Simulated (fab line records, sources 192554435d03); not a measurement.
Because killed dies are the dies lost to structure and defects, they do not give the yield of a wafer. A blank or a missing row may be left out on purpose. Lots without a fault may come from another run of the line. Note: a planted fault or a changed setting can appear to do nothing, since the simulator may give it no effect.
Lot-split experiment | flow n5 finfet | 21 wafers read across 7 lots, on a route 1938 steps long

== THE SPLIT ITSELF ==
At N5_BEOL_M5_COAT_71 (time 60 s, resist thk 5 nm), the setting spin rpm was moved away from the recipe's 1500 rpm on 5 of the 21 wafers read, by -6.1% to +4.8%. All remaining wafers had this setting at the recipe value.

== FROM THE SPLIT TO THE READING: what the file shows between them, 3 steps ==
- N5_BEOL_M5_COAT_05: resist thk 30 nm
- N5_BEOL_M5_EBR_07
- N5_BEOL_M5_DESCUM_16: chemistry O2, time 7 s

== THE READING ==
etch.depth nm (the simulator's own value, which no gauge read), in nm, at N5_BEOL_M5_ETCH_72 (etches underlayer in N2/H2, target depth 6.5 nm, time 5.2 s). The file gives no usual value for it. The 16 wafers here that ran the recipe average 5.004 nm, standard deviation 0.015 nm.

wafer  | tool, chamber at the split | spin rpm as run, rpm | against the recipe | etch.depth nm, nm | against lot-mates on the recipe
L077.3 | litho track-01, 0          | 1500                 | recipe             | 4.999             | -
L077.5 | litho track-01, 0          | 1500                 | recipe             | 5.021             | -
L077.6 | litho track-01, 0          | 1500                 | recipe             | 5.03              | -
L081.3 | litho track-04, 0          | 1500                 | recipe             | 5.023             | -
L081.4 | litho track-04, 0          | 1409                 | -6.1%              | 5.182             | +0.159
L081.5 | litho track-04, 0          | 1409                 | -6.1%              | 5.196             | +0.173
L084.1 | litho track-02, 0          | 1500                 | recipe             | 5.012             | -
L084.2 | litho track-02, 0          | 1500                 | recipe             | 5.015             | -
L084.3 | litho track-02, 0          | 1500                 | recipe             | 5.008             | -
L085.2 | litho track-02, 0          | 1500                 | recipe             | 4.996             | -
L085.3 | litho track-02, 0          | 1500                 | recipe             | 4.969             | -
L085.5 | litho track-02, 0          | 1500                 | recipe             | 4.984             | -
L091.1 | litho track-04, 0          | 1500                 | recipe             | 4.998             | -
L091.4 | litho track-04, 0          | 1500                 | recipe             | 5.001             | -
L091.6 | litho track-04, 0          | 1500                 | recipe             | 4.996             | -
L089.1 | litho track-01, 0          | 1500                 | recipe             | 5.007             | -
L089.4 | litho track-01, 0          | 1572                 | +4.8%              | 4.875             | -0.127
L089.5 | litho track-01, 0          | 1500                 | recipe             | 4.998             | -
L094.2 | litho track-04, 0          | 1500                 | recipe             | 5.01              | -
L094.4 | litho track-04, 0          | 1438                 | -4.1%              | 5.102             | +0.092
L094.6 | litho track-04, 0          | 1438                 | -4.1%              | 5.121             | +0.111

THE FIT
A straight line over all 21 wafers: etch.depth nm changes by -0.0286 nm for each +1% of spin rpm; r = -0.98; the points scatter about the line by 0.015 nm.
The same after taking each lot's own level away (the mean of its wafers on the recipe; 21 wafers): -0.0265 nm for each +1%; r = -0.99; scatter 0.0086 nm.
On that fit, the largest move of spin rpm shifts the reading by 0.16 nm.
The lots' own levels span 4.9830 to 5.0230 nm, that is 2.7 times the standard deviation above.
Hence the lot-to-lot level has little effect on the slope; both slopes agree.
Check: for one of the wafers moved furthest among these (-6.1%), held out of the fit, the line's prediction against its lot-mates is +0.161 nm. Against them it came out at +0.159 nm.

== THE OTHER SPLITS THESE WAFERS WENT THROUGH ==
Note: prior to the reading, these wafers also went through further splits. Each is held against what the fit with the lots' levels taken away leaves over:
other split on the same wafers   | wafers away from the commonest value | r with etch.depth nm (lot level and that fit taken away)
N5_BEOL_M3_EXPOSE_08 dose mj     | 7                                    | -0.28
N5_BEOL_M4_DESCUM_16 time s      | 7                                    | -0.27
N5_BEOL_M4_TRENCH_ETCH_37 time s | 6                                    | -0.10

== FILE'S OWN FIT ==
etch.depth nm changes by -0.0265 nm for each +1% of spin rpm, r = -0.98.
